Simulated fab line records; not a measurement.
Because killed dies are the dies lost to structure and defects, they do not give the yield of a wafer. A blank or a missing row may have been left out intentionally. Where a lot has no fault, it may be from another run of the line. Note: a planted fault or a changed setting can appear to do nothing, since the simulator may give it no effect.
Chamber matching || flow nand_harc || NHARC_A_CHANNEL_FILL_D2_ETCHBACK_20 on rie_diel-12: 4 sister chambers
The step etches the open film in C4F8/O2/Ar, target depth 27 nm, time 13.5 s. 14 wafers are shown with their chamber, then 7 later ones without.

== WAFERS PAIRED WITH THEIR CHAMBERS ==
{"wafer": "L074.1", "chamber": 1, "rf_vpp_V (V)": 982, "rf_fwd_power_W (W)": 584.1, "oes_product_au (a.u.)": 0.935}
{"wafer": "L074.3", "chamber": 3, "rf_vpp_V (V)": 976, "rf_fwd_power_W (W)": 592.2, "oes_product_au (a.u.)": 1.018}
{"wafer": "L074.4", "chamber": 0, "rf_vpp_V (V)": 980, "rf_fwd_power_W (W)": 587.9, "oes_product_au (a.u.)": 1.013}
{"wafer": "L083.3", "chamber": 3, "rf_vpp_V (V)": 975, "rf_fwd_power_W (W)": 591.4, "oes_product_au (a.u.)": 0.999}
{"wafer": "L083.5", "chamber": 0, "rf_vpp_V (V)": 980, "rf_fwd_power_W (W)": 589.6, "oes_product_au (a.u.)": 0.986}
{"wafer": "L083.6", "chamber": 1, "rf_vpp_V (V)": 983, "rf_fwd_power_W (W)": 584.2, "oes_product_au (a.u.)": 0.984}
{"wafer": "L087.2", "chamber": 3, "rf_vpp_V (V)": 975, "rf_fwd_power_W (W)": 590.1, "oes_product_au (a.u.)": 0.997}
{"wafer": "L087.3", "chamber": 2, "rf_vpp_V (V)": 975, "rf_fwd_power_W (W)": 587.9, "oes_product_au (a.u.)": 1.001}
{"wafer": "L087.5", "chamber": 0, "rf_vpp_V (V)": 980, "rf_fwd_power_W (W)": 593.5, "oes_product_au (a.u.)": 1.002}
{"wafer": "L090.2", "chamber": 2, "rf_vpp_V (V)": 974, "rf_fwd_power_W (W)": 586.9, "oes_product_au (a.u.)": 0.980}
{"wafer": "L090.4", "chamber": 0, "rf_vpp_V (V)": 981, "rf_fwd_power_W (W)": 591.0, "oes_product_au (a.u.)": 0.992}
{"wafer": "L090.5", "chamber": 1, "rf_vpp_V (V)": 983, "rf_fwd_power_W (W)": 581.3, "oes_product_au (a.u.)": 0.934}
{"wafer": "L095.2", "chamber": 0, "rf_vpp_V (V)": 982, "rf_fwd_power_W (W)": 586.6, "oes_product_au (a.u.)": 0.995}
{"wafer": "L095.4", "chamber": 2, "rf_vpp_V (V)": 973, "rf_fwd_power_W (W)": 585.8, "oes_product_au (a.u.)": 0.990}

SIGNATURES (means of the wafers above)
{"reading": "rf_vpp_V", "chamber 0": 980.60, "chamber 1": 982.67, "chamber 2": 974.00, "chamber 3": 975.33, "scatter within a chamber": 0.808}
{"reading": "rf_fwd_power_W", "chamber 0": 589.720, "chamber 1": 583.200, "chamber 2": 586.867, "chamber 3": 591.233, "scatter within a chamber": 1.97}
{"reading": "oes_product_au", "chamber 0": 0.99760, "chamber 1": 0.95100, "chamber 2": 0.99033, "chamber 3": 1.00467, "scatter within a chamber": 0.016}
Rule: for a wafer and a chamber, the distance is found by dividing, reading by reading, the gap between the wafer's reading and the chamber's mean by the reading's scatter, squaring, summing and taking the root. If the next closest chamber is less than 2 further off than the closest, the wafer can't be placed; otherwise it belongs to the closest. How the scatter is found: for the shown wafers, subtract from each reading the mean of its chamber, square and add these, divide the total by (wafers less chambers), then take the root.

== WAFERS WITH NO CHAMBER GIVEN ==
{"wafer": "L095.6", "rf_vpp_V (V)": 981, "rf_fwd_power_W (W)": 583.3, "oes_product_au (a.u.)": 1.008}
{"wafer": "L096.1", "rf_vpp_V (V)": 972, "rf_fwd_power_W (W)": 584.6, "oes_product_au (a.u.)": 0.919}
{"wafer": "L096.3", "rf_vpp_V (V)": 981, "rf_fwd_power_W (W)": 587.6, "oes_product_au (a.u.)": 0.930}
{"wafer": "L096.6", "rf_vpp_V (V)": 973, "rf_fwd_power_W (W)": 586.0, "oes_product_au (a.u.)": 0.933}
{"wafer": "L097.1", "rf_vpp_V (V)": 982, "rf_fwd_power_W (W)": 585.3, "oes_product_au (a.u.)": 0.978}
{"wafer": "L097.4", "rf_vpp_V (V)": 975, "rf_fwd_power_W (W)": 588.4, "oes_product_au (a.u.)": 0.986}
{"wafer": "L097.5", "rf_vpp_V (V)": 982, "rf_fwd_power_W (W)": 590.5, "oes_product_au (a.u.)": 0.979}

== WHICH CHAMBER EACH ONE RAN IN ==
{"wafer": "L095.6", "from the rows above": "can't be placed: 0 or 1", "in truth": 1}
{"wafer": "L096.1", "from the rows above": 2, "in truth": 2}
{"wafer": "L096.3", "from the rows above": "can't be placed: 1 or 0", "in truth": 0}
{"wafer": "L096.6", "from the rows above": 2, "in truth": 2}
{"wafer": "L097.1", "from the rows above": "can't be placed: 1 or 0", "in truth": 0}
{"wafer": "L097.4", "from the rows above": "can't be placed: 2 or 3", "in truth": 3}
{"wafer": "L097.5", "from the rows above": 0, "in truth": 0}
Correctly placed: 3 of 7. From these rows, 4 cannot be placed; in 4 the true chamber is one of the candidates. 0 placed wrongly.
